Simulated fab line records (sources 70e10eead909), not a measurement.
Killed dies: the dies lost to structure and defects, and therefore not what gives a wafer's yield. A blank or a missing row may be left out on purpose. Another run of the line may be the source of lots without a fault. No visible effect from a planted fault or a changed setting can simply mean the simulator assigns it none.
Chamber matching ; flow nandHarc ; NHARC_A_STAIRCASE_DESCUM_252 on rieDiel-09 has 4 sister chambers
The step chemistry O2, time 3 s. 22 wafers are shown with their chamber, then 11 later ones without.

== WAFERS, EACH WITH ITS CHAMBER ==
wafer;chamber;showerheadPlenumPTorr (Torr);drypumpMotorCurrentA (A);oesProductAu (a.u.)
L074.1;1;1.86;5.90;1.011
L074.2;0;1.99;6.00;1.003
L074.5;0;1.99;5.95;1.024
L077.1;3;2.05;5.86;1.016
L077.4;3;2.05;5.84;1.024
L077.5;1;1.86;5.92;1.008
L078.4;2;1.92;6.45;1.003
L078.5;0;1.98;6.00;1.002
L078.6;3;2.05;5.83;1.016
L081.2;0;1.98;5.97;0.993
L081.3;2;1.92;6.48;0.992
L081.6;3;2.04;5.85;1.019
L082.1;1;1.86;5.87;0.997
L082.3;3;2.04;5.85;1.012
L082.5;1;1.86;5.89;1.004
L084.2;2;1.91;6.42;0.997
L084.3;3;2.04;5.88;1.006
L084.4;1;1.86;5.81;1.000
L086.1;0;1.97;5.98;0.997
L086.5;0;1.98;5.98;0.997
L086.6;3;2.04;5.84;1.011
L088.3;1;1.85;5.89;0.991

SIGNATURES (means of the wafers above)
reading;chamber 0;chamber 1;chamber 2;chamber 3;scatter within a chamber
showerheadPlenumPTorr;1.9817;1.8583;1.9167;2.0443;0.0058
drypumpMotorCurrentA;5.9800;5.8800;6.4500;5.8500;0.0262
oesProductAu;1.00267;1.00183;0.99733;1.01486;0.00799
Rule: for a wafer and a chamber, the distance is found by dividing, reading by reading, the gap between the wafer's reading and the chamber's mean by the reading's scatter, squaring, summing and taking the root. The wafer belongs to the nearest chamber; if the next one is less than 2 further off, it can't be placed. How the scatter is found: for the shown wafers, subtract from each reading the mean of its chamber, square and add these, divide the total by (wafers less chambers), then take the root.

== WAFERS WITH NO CHAMBER GIVEN ==
wafer;showerheadPlenumPTorr (Torr);drypumpMotorCurrentA (A);oesProductAu (a.u.)
L088.5;1.85;5.90;0.998
L088.6;2.04;5.86;1.006
L091.2;1.97;5.99;1.012
L091.4;1.85;5.85;0.985
L091.5;1.97;5.99;0.995
L092.1;1.97;6.01;1.017
L092.2;1.85;5.93;1.001
L092.3;1.91;6.47;1.003
L097.4;2.03;5.83;1.017
L097.5;2.03;5.85;1.004
L097.6;1.90;6.44;1.012

== CHAMBER TAKEN BY EACH ==
wafer;from the rows above;in truth
L088.5;1;1
L088.6;3;3
L091.2;0;0
L091.4;1;1
L091.5;0;0
L092.1;0;0
L092.2;1;1
L092.3;2;2
L097.4;3;3
L097.5;3;3
L097.6;2;2
Correct placement for 11 of the 11. From these rows, 0 cannot be placed. 0 placed wrongly.
